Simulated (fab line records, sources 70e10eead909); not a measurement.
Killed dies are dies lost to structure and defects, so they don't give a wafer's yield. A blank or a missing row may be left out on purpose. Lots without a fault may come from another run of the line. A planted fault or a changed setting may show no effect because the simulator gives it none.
Chamber matching | flow nand_harc | NHARC_P_ZERO_WELL_DESCUM_39 on rie_diel-09: 4 sister chambers
The step chemistry O2, time 3 s. 18 wafers are shown with their chamber, then 9 later ones without.

WAFERS WITH THEIR CHAMBER
wafer  | chamber | drypump_motor_current_A (A) | showerhead_plenum_p_Torr (Torr) | oes_product_au (a.u.)
L075.2 | 2       | 5.0                         | 1.81                            | 0.978
L075.4 | 0       | 6.1                         | 2.07                            | 0.970
L075.6 | 2       | 5.0                         | 1.81                            | 0.990
L076.2 | 2       | 5.0                         | 1.81                            | 0.972
L076.3 | 0       | 6.1                         | 2.07                            | 0.968
L076.6 | 2       | 5.0                         | 1.81                            | 0.986
L078.3 | 3       | 4.7                         | 1.96                            | 0.985
L078.4 | 1       | 6.2                         | 1.93                            | 0.997
L078.6 | 1       | 6.2                         | 1.93                            | 0.983
L079.1 | 1       | 6.3                         | 1.93                            | 0.994
L079.4 | 2       | 5.0                         | 1.80                            | 0.984
L079.5 | 1       | 6.2                         | 1.93                            | 0.987
L085.3 | 0       | 6.1                         | 2.06                            | 0.984
L085.4 | 3       | 4.7                         | 1.95                            | 0.994
L085.6 | 1       | 6.2                         | 1.92                            | 0.991
L089.1 | 2       | 5.0                         | 1.79                            | 0.989
L089.3 | 0       | 6.1                         | 2.05                            | 0.988
L089.6 | 3       | 4.7                         | 1.95                            | 1.001

SIGNATURES (means of the wafers above)
reading                  | chamber 0 | chamber 1 | chamber 2 | chamber 3 | scatter within a chamber
drypump_motor_current_A  | 6.100     | 6.220     | 5.000     | 4.700     | 0.0239
showerhead_plenum_p_Torr | 2.0625    | 1.9280    | 1.8050    | 1.9533    | 0.00742
oes_product_au           | 0.97750   | 0.99040   | 0.98317   | 0.99333   | 0.00752
Rule: a wafer's distance from a chamber is the root of the sum, over the readings, of the square of ((its reading less the chamber's mean) divided by the reading's scatter). The wafer belongs to the nearest chamber; if the next one is less than 2 further off, it can't be placed. The scatter: the root of (the sum of the squares of (reading less its chamber's mean) over the shown wafers, divided by (wafers less chambers)).

WAFERS WITHOUT THEIR CHAMBER
wafer  | drypump_motor_current_A (A) | showerhead_plenum_p_Torr (Torr) | oes_product_au (a.u.)
L090.1 | 6.1                         | 2.05                            | 0.992
L090.3 | 4.7                         | 1.95                            | 0.991
L090.4 | 6.1                         | 2.05                            | 0.993
L091.2 | 6.2                         | 1.92                            | 0.992
L091.3 | 4.7                         | 1.94                            | 0.998
L091.5 | 6.3                         | 1.92                            | 0.989
L097.2 | 4.7                         | 1.94                            | 1.017
L097.3 | 5.0                         | 1.79                            | 0.973
L097.4 | 6.2                         | 1.91                            | 0.995

WHICH CHAMBER EACH WENT THROUGH
wafer  | from the rows above | in truth
L090.1 | 0                   | 0
L090.3 | 3                   | 3
L090.4 | 0                   | 0
L091.2 | 1                   | 1
L091.3 | 3                   | 3
L091.5 | 1                   | 1
L097.2 | 3                   | 3
L097.3 | 2                   | 2
L097.4 | 1                   | 1
Placed correctly: 9 of 9. Can't be placed from these rows: 0. Placed wrongly: 0.
